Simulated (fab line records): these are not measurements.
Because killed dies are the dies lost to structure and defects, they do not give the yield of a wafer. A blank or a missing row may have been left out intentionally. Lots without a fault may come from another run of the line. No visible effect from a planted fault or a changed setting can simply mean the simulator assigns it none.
Matching of chambers :: flow n5Finfet :: N5_DUMMY_REMOVAL_STRIP_10 on rieDiel-03 has 4 sister chambers
The step strips in N2/H2, time 40 s. 8 wafers are shown with their chamber, then 8 later ones without.

== WAFERS, EACH WITH ITS CHAMBER ==
wafer: L076.3
chamber: 0
showerheadPlenumPTorr (Torr): 3.51
throttleValvePct (%): 11.97

wafer: L077.3
chamber: 2
showerheadPlenumPTorr (Torr): 3.36
throttleValvePct (%): 12.04

wafer: L077.6
chamber: 2
showerheadPlenumPTorr (Torr): 3.36
throttleValvePct (%): 12.04

wafer: L081.5
chamber: 1
showerheadPlenumPTorr (Torr): 3.36
throttleValvePct (%): 12.41

wafer: L082.1
chamber: 3
showerheadPlenumPTorr (Torr): 3.58
throttleValvePct (%): 11.88

wafer: L082.2
chamber: 0
showerheadPlenumPTorr (Torr): 3.50
throttleValvePct (%): 12.02

wafer: L082.3
chamber: 1
showerheadPlenumPTorr (Torr): 3.36
throttleValvePct (%): 12.41

wafer: L088.1
chamber: 3
showerheadPlenumPTorr (Torr): 3.57
throttleValvePct (%): 11.91

== WAFERS MISSING THEIR CHAMBER ==
wafer: L088.3
showerheadPlenumPTorr (Torr): 3.35
throttleValvePct (%): 12.08

wafer: L088.5
showerheadPlenumPTorr (Torr): 3.35
throttleValvePct (%): 12.08

wafer: L092.2
showerheadPlenumPTorr (Torr): 3.49
throttleValvePct (%): 12.08

wafer: L092.5
showerheadPlenumPTorr (Torr): 3.35
throttleValvePct (%): 12.44

wafer: L092.6
showerheadPlenumPTorr (Torr): 3.34
throttleValvePct (%): 12.10

wafer: L096.1
showerheadPlenumPTorr (Torr): 3.35
throttleValvePct (%): 12.49

wafer: L096.3
showerheadPlenumPTorr (Torr): 3.49
throttleValvePct (%): 12.09

wafer: L096.4
showerheadPlenumPTorr (Torr): 3.56
throttleValvePct (%): 11.95

== EACH ONE'S CHAMBER ==
wafer: L088.3
from the rows above: 2
in truth: 2

wafer: L088.5
from the rows above: 2
in truth: 2

wafer: L092.2
from the rows above: 0
in truth: 0

wafer: L092.5
from the rows above: 1
in truth: 1

wafer: L092.6
from the rows above: 2
in truth: 2

wafer: L096.1
from the rows above: 1
in truth: 1

wafer: L096.3
from the rows above: 0
in truth: 0

wafer: L096.4
from the rows above: 3
in truth: 3
Correctly placed: 8 of 8. Number that these rows cannot place: 0. Number placed wrongly: 0.
How it was worked out, from the rows above alone: a wafer's distance from a chamber is the root of the sum, over the readings, of the square of ((its reading less the chamber's mean) divided by the reading's scatter). If the next closest chamber is less than 2 further off than the closest, the wafer can't be placed; otherwise it belongs to the closest. For every chamber, the mean is computed from those of its wafers that are shown. How the scatter is found: for the shown wafers, subtract from each reading the mean of its chamber, square and add these, divide the total by (wafers less chambers), then take the root.
